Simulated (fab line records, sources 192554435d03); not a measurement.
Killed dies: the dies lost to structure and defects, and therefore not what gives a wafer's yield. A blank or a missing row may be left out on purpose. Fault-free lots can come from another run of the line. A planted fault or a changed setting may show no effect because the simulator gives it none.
fab line records | flow n5Finfet | part 2 of 2: steps 20 to 26 of 26
record lots=5 wafers=15 lastDay=17
route steps=1938 shown SPACER0@258 SD_EPI_N@262
lots that met no fault: from a run of the same line without faults
startH: hours from the record's first day to the start of the lot's first wafer shown | waitH: hours from the lot's prior step to this one | " the same as in the row above | L1.1+2: several wafers, shown together as one row | - no value, or no start given | * or withheld: withheld | < > ~ a bound
route shown NAME@n: a module of which the file shows steps, and the number in the route of the first | usual: the fault-free wafers' mean and standard deviation | same: alike in all rows | chamber/n: place in a boat | sites: each site's reading | _std_site: the values' standard deviation | _edge_site: mean of outer sites minus mean of inner sites | radiusMm: how far each site lies from the wafer's centre | mask NAME#n: copy n | behind: the tool/chamber that last shaped the wafer | hold: why the lot went on hold/how many hours it stayed there/how the hold came to an end | device: whichever transistor did not switch (one of n, p or np) | end of line: at the end of the route, the tests of the same wafers | a step given without rows: its recipe and nothing more | killed: at the first sort, the dies lost to defects and structure; wafer yield is something else | map: dies across one wafer; x = killed, . = not, _ = none there
set.NAME: setting as actually run; set.NAME@STEP: the setting as run at that earlier step | model.NAME: the simulator's own value behind a step, which no gauge read
lots seen at some steps along the route; tables by step, rows by wafer
services: when a tool's chamber went out of use (startH, in hours from the record's first day, below 0 if earlier), for how many hours, and the reason
## steps
# step N5_SD_EPI_N_ETCHBACK_44
# recipe chemistry=CH3F/O2 mode=anisotropicEtchback target=SiNx targetDepthA=145 stopOn=SiO2 overEtchFrac=0.3 ionEnergyEv=120 pressureMtorr=30 sourceW=395 biasW=73 Ar_flow_sccm=150 CH3F_flow_sccm=30 O2_flow_sccm=20
# usual chamberPressureMTorr=29.996/0.028 drypumpMotorCurrentA=5.5/0.41 mfcArSccm=150.1/0.44 oesProductAu=0.66/0.064 rfVppV=296.7/2.4 showerheadPlenumPTorr=1.97/0.09 throttleValvePct=16.43/0.17
# columns lot.wafer tool chamber startH waitH chamberPressureMTorr drypumpMotorCurrentA mfcArSccm oesProductAu rfHoursCounterH rfVppV showerheadPlenumPTorr throttleValvePct
L075.1 rieDiel-01 2 55.52 0.0 29.973 4.9 150.1 0.66 135 292.6 1.85 16.50
L075.3 " 1 " " 30.031 5.3 150.2 0.71 83 294.6 1.94 16.44
L075.6 " 1 " " 30.016 5.3 150.6 0.72 - 295.0 1.94 16.43
L086.1 rieDiel-02 1 120.57 0.0 30.012 5.4 150.0 0.71 71 298.0 2.11 16.53
L086.2 " 0 " " 29.972 5.9 150.6 0.69 105 300.4 2.10 16.55
L086.3 " 2 " " 29.994 5.4 150.3 0.60 218 301.5 1.98 16.53
L089.2 rieDiel-01 1 140.77 0.0 29.995 5.3 149.6 0.68 114 295.4 1.93 16.49
L089.3 " 0 " " 30.014 5.0 148.5 0.60 213 298.2 1.89 16.41
L089.5 " 0 " " 29.977 5.0 149.5 0.60 - 295.6 1.89 16.38
L091.4 rieDiel-02 1 151.90 0.0 30.009 5.4 149.8 0.70 82 296.2 2.11 16.54
L091.5 " 2 " " 29.903 5.4 150.2 0.60 - 299.9 1.97 16.54
L091.6 " 3 " " 29.963 5.7 150.4 0.64 - 296.2 1.99 16.15
L093.3 rieDiel-01 0 163.51 0.0 29.989 5.0 149.6 0.60 223 295.9 1.89 16.42
L093.5 " 2 " " 29.979 4.9 150.2 0.63 - 294.9 1.84 16.55
L093.6 " 3 " " 29.968 5.6 150.2 0.81 - 297.4 2.06 16.22
# step N5_SD_EPI_N_ETCH_45
# recipe chemistry=CH3F/O2 target=SiOCN targetDepthA=60 maskMaterial=SOC ionEnergyEv=60 biasW=29 pressureMtorr=15 sourceW=410 Ar_flow_sccm=150 CH3F_flow_sccm=30 O2_flow_sccm=20
# usual chamberPressureMTorr=15.001/0.014 drypumpMotorCurrentA=5.4/0.41 mfcArSccm=149.9/0.4 oesProductAu=0.78/0.078 rfVppV=127.1/1.2 showerheadPlenumPTorr=1.97/0.09 throttleValvePct=23.41/0.19
# columns lot.wafer tool chamber startH waitH chamberPressureMTorr drypumpMotorCurrentA mfcArSccm oesProductAu rfHoursCounterH rfVppV showerheadPlenumPTorr throttleValvePct
L075.1 rieDiel-01 2 55.62 0.1 15.008 4.9 150.3 0.78 135 125.1 1.84 23.50
L075.3 " 1 " " 14.963 5.3 150.0 0.83 83 125.7 1.93 23.43
L075.6 " 1 " " 15.011 5.3 149.7 0.83 - 126.4 1.93 23.44
L086.1 rieDiel-02 1 120.67 0.1 15.004 5.4 150.3 0.83 71 127.4 2.11 23.54
L086.2 " 0 " " 14.997 5.9 150.3 0.82 105 127.6 2.10 23.60
L086.3 " 2 " " 15.015 5.4 149.4 0.69 218 127.4 1.97 23.49
L089.2 rieDiel-01 1 140.87 0.1 14.999 5.3 149.9 0.80 114 127.4 1.92 23.47
L089.3 " 0 " " 14.990 5.0 150.3 0.70 213 125.4 1.89 23.29
L089.5 " 0 " " 14.997 5.0 150.6 0.70 - 127.4 1.89 23.30
L091.4 rieDiel-02 1 152.00 0.1 15.007 5.4 149.5 0.82 82 128.1 2.10 23.55
L091.5 " 2 " " 14.999 5.4 150.2 0.68 - 127.5 1.97 23.50
L091.6 " 3 " " 14.971 5.8 150.1 0.74 - 127.1 1.98 23.04
L093.3 rieDiel-01 0 163.61 0.1 15.014 5.0 150.5 0.68 223 126.8 1.88 23.32
L093.5 " 2 " " 15.008 4.9 149.8 0.73 - 126.7 1.83 23.54
L093.6 " 3 " " 15.004 5.6 149.8 0.95 - 128.5 2.05 23.30
# step N5_SD_EPI_N_ETCH_16
# recipe chemistry=CHF3/O2 target=SiO2 targetDepthA=50 maskMaterial=SOC pressureMtorr=30 sourceW=650 biasW=170 Ar_flow_sccm=200 CHF3_flow_sccm=50 O2_flow_sccm=5 ionEnergyEv=200
# usual chamberPressureMTorr=30.00/0.032 drypumpMotorCurrentA=5.5/0.41 mfcArSccm=200.0/0.59 oesProductAu=0.78/0.078 rfVppV=523/4.1 showerheadPlenumPTorr=2.38/0.1 throttleValvePct=18.99/0.18
# columns lot.wafer tool chamber startH waitH chamberPressureMTorr drypumpMotorCurrentA mfcArSccm oesProductAu rfHoursCounterH rfVppV showerheadPlenumPTorr throttleValvePct
L075.1 rieDiel-01 2 55.72 0.1 30.02 4.9 201.4 0.77 135 518 2.24 19.05
L075.3 " 1 " " 29.98 5.3 199.0 0.82 83 519 2.34 19.02
L075.6 " 1 " " 29.92 5.3 199.4 0.82 - 518 2.34 19.00
L086.1 rieDiel-02 1 120.77 0.1 30.02 5.4 199.3 0.83 71 524 2.54 19.10
L086.2 " 0 " " 30.01 5.9 200.1 0.82 105 529 2.53 19.16
L086.3 " 2 " " 30.04 5.4 199.3 0.70 218 532 2.38 19.05
L089.2 rieDiel-01 1 140.97 0.1 30.00 5.3 200.2 0.80 114 519 2.33 19.06
L089.3 " 0 " " 29.98 5.0 200.8 0.71 213 521 2.29 18.92
L089.5 " 0 " " 29.99 5.0 200.2 0.69 - 522 2.29 18.92
L091.4 rieDiel-02 1 152.10 0.1 29.96 5.4 200.2 0.83 82 525 2.53 19.13
L091.5 " 2 " " 29.93 5.4 200.6 0.69 - 530 2.38 19.06
L091.6 " 3 " " 30.02 5.7 199.5 0.74 - 522 2.39 18.68
L093.3 rieDiel-01 0 163.71 0.1 30.03 5.0 199.7 0.69 223 522 2.28 18.94
L093.5 " 2 " " 30.02 4.9 199.7 0.74 - 519 2.22 19.11
L093.6 " 3 " " 30.00 5.5 200.1 0.96 - 523 2.47 18.84
# step N5_SD_EPI_N_STRIP_47
# recipe chemistry=CHF3/O2 resist=SiARC rfFrequencyHz=6e+07
# columns lot.wafer tool chamber startH waitH
L075.1+3+6 rieDiel-01 2,1,1 55.76 0.0
L086.1+2+3 rieDiel-02 1,0,2 120.81 0.0
L089.2+3+5 rieDiel-01 1,0,0 141.01 0.0
L091.4+5+6 rieDiel-02 1,2,3 152.14 0.0
L093.3+5+6 rieDiel-01 0,2,3 163.75 0.0
# step N5_SD_EPI_N_SD_RECESS_17
# recipe chemistry=HBr/Cl2/O2 targetDepthA=410 maskMaterial=SOC timeS=23.7 btTimeS=3 pressureMtorr=10 icpW=800 biasW=112 HBr_flow_sccm=150 Cl2_flow_sccm=80 O2_flow_sccm=12
# usual chamberPressureMTorr=10.000/0.0093 drypumpMotorCurrentA=6.0/0.52 oesProductAu=1.008/0.012 throttleValvePct=37.1/0.32
# columns lot.wafer tool chamber startH waitH chamberPressureMTorr drypumpMotorCurrentA oesProductAu rfHoursCounterH throttleValvePct
L075.1 rieSi-04 1 55.79 0.0 10.004 5.1 1.003 31 37.4
L075.3 " 2 " " 10.012 6.6 1.032 147 37.3
L075.6 " 2 " " 9.996 6.6 1.022 - 37.3
L086.1 rieSi-05 2 120.84 0.0 9.991 5.9 1.002 72 37.3
L086.2 " 1 " " 9.997 6.5 0.995 9 36.9
L086.3 " 0 " " 9.999 5.7 1.007 192 37.0
L089.2 rieSi-06 0 141.04 0.0 9.996 5.8 0.988 146 37.7
L089.3 " 2 " " 10.001 5.8 1.011 44 37.0
L089.5 " 1 " " 10.009 5.9 1.030 - 36.8
L091.4 rieSi-04 0 152.17 0.0 10.006 6.0 1.015 41 36.6
L091.5 " 3 " " 9.996 6.4 1.001 - 37.5
L091.6 " 2 " " 10.004 6.5 1.024 - 37.3
L093.3 rieSi-04 2 163.78 0.0 9.996 6.6 1.019 149 37.3
L093.5 " 2 " " 9.995 6.6 1.017 - 37.3
L093.6 " 1 " " 10.001 5.1 1.009 - 37.4
# step N5_SD_EPI_N_STRIP_38
# recipe chemistry=N2/H2 powerW=1000 tempC=250 h2Frac=0.65 overashFraction=0.3 pressureMtorr=withheld n2FlowSccm=1750 h2FlowSccm=3250
# usual drypumpMotorCurrentA=5.6/0.37 heaterPowerW=337/19 oesProductAu=0.760/0.011
# columns lot.wafer tool chamber startH waitH drypumpMotorCurrentA heaterPowerW oesProductAu rfHoursCounterH
L075.1 plasmaAsher-02 0 55.89 0.1 5.4 311 0.756 87
L075.3 " 1 " " 5.1 342 0.755 -
L075.6 " 1 " " 5.1 344 0.741 -
L086.1 plasmaAsher-01 0 120.99 0.1 5.5 368 0.771 47
L086.2 " 1 " " 6.1 335 0.770 47
L086.3 " 1 " " 6.1 332 0.753 -
L089.2 plasmaAsher-01 1 141.13 0.1 6.2 327 0.756 50
L089.3 " 1 " " 6.2 326 0.754 -
L089.5 " 1 " " 6.2 325 0.750 -
L091.4 plasmaAsher-02 0 152.29 0.1 5.5 310 0.770 -
L091.5 " 1 " " 5.1 344 0.767 -
L091.6 " 0 " " 5.4 307 0.753 -
L093.3 plasmaAsher-02 0 163.90 0.1 5.4 317 0.771 -
L093.5 " 1 " " 5.2 339 0.753 -
L093.6 " 0 " " 5.4 309 0.768 -
# step N5_SD_EPI_N_WET_ETCH_43
# recipe chemistry=dHF dilution=withheld timeS=14 target=SiO2 targetDepthA=15 tempC=25
# columns lot.wafer tool chamber startH waitH
L075.1+3+6 wetBench-02 7,1,2 55.97 -
L086.1+2+3 wetBench-02 3,2,6 121.07 -
L089.2+3+5 wetBench-02 3,2,1 141.22 -
L091.4+5+6 wetBench-05 5,0,6 152.35 -
L093.3+5+6 wetBench-02 6,3,2 163.96 -
## services
# columns tool chamber startH hours kind
arfiScanner-02 - 35.91 1.5 pm
arfiScanner-02 - 40.60 1.3 pm
rieDiel-02 - 45.09 0.2 repair
arfiScanner-01 - 53.68 0.8 pm
rieDiel-02 - 54.30 2.8 pm
rieDiel-01 0 59.30 9.6 repair
arfiScanner-01 - 65.80 36.0 pm
plasmaAsher-01 - 73.57 2.8 pm
arfiScanner-02 - 82.66 1.0 pm
aldSin-02 - 85.58 14.0 pm
arfiScanner-02 - 94.90 1.0 pm
rieDiel-02 2 95.57 12.9 repair
arfiScanner-01 - 101.80 4.9 pm
rieSi-06 3 104.08 3.1 repair
arfiScanner-02 - 104.92 0.5 repair
arfiScanner-01 - 113.50 1.3 pm
aldSin-01 - 115.62 6.5 repair
arfiScanner-01 - 131.64 3.1 pm
plasmaAsher-02 - 140.19 1.2 repair
arfiScanner-02 - 143.76 3.1 pm
aldSin-01 1 145.65 7.3 repair
wetBench-05 - 146.02 3.3 repair
rieSi-05 2 153.71 6.1 repair
rieSi-05 1 163.42 5.1 repair
